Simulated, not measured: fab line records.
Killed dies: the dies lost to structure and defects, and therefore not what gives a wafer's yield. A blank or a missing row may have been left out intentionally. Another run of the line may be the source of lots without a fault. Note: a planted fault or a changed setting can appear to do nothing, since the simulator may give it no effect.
What tool caused it? / flow n5 finfet / 10 lots (26 wafers sampled), 1 step of a 1938-step route

WHAT EACH GAUGE READ, for each wafer
N5_BEOL_M4_RC_MEAS_101.
lot=L607; measured=day 8 11:30; on=prober-02; DIBL_N (mV/V)=34.8 38.0 36.3
lot=L608; measured=day 8 12:30; on=prober-01; DIBL_N (mV/V)=34.9 34.7 34.9
lot=L617; measured=day 11 03:35; on=prober-02; DIBL_N (mV/V)=36.1 36.4
lot=L620; measured=day 11 09:59; on=prober-02; DIBL_N (mV/V)=30.9 33.5
lot=L618; measured=day 11 12:07; on=prober-02; DIBL_N (mV/V)=36.8 35.8
lot=L622; measured=day 12 05:41; on=prober-01; DIBL_N (mV/V)=35.7 37.2
lot=L624; measured=day 14 01:11; on=prober-01; DIBL_N (mV/V)=37.3 38.0 33.8
lot=L627; measured=day 14 04:40; on=prober-01; DIBL_N (mV/V)=39.2 38.6 38.5
lot=L628; measured=day 14 21:55; on=prober-02; DIBL_N (mV/V)=36.6 34.5 33.8
lot=L626; measured=day 15 06:28; on=prober-01; DIBL_N (mV/V)=33.2 34.1 33.4

TOOL THAT RAN EACH LOT (tool first, then ch and the chambers of the sampled wafers, then the start)
No process step before these readings appears in the record.

THE ANSWER, worked out from the rows above alone
Rule: the usual values come from the lots themselves. The widest of any qualifying gaps counts: lots, ordered by their means at a reading, are off when they make up no more than a third of the lots, leave a main group of 4 or more, and stand apart from it by 3 or more times the standard deviation of that group's means. The tables above print the reading to a certain number of digits; a main group whose means all agree to those digits is not used. Also off: a lot with no number at a reading for which 4 or more lots have one. Any other lot the step has rows for is counted as sound.
Across all readings shown, no lot is off: no conclusion can be drawn from this.

WHAT WAS PUT IN BY THE SIMULATOR
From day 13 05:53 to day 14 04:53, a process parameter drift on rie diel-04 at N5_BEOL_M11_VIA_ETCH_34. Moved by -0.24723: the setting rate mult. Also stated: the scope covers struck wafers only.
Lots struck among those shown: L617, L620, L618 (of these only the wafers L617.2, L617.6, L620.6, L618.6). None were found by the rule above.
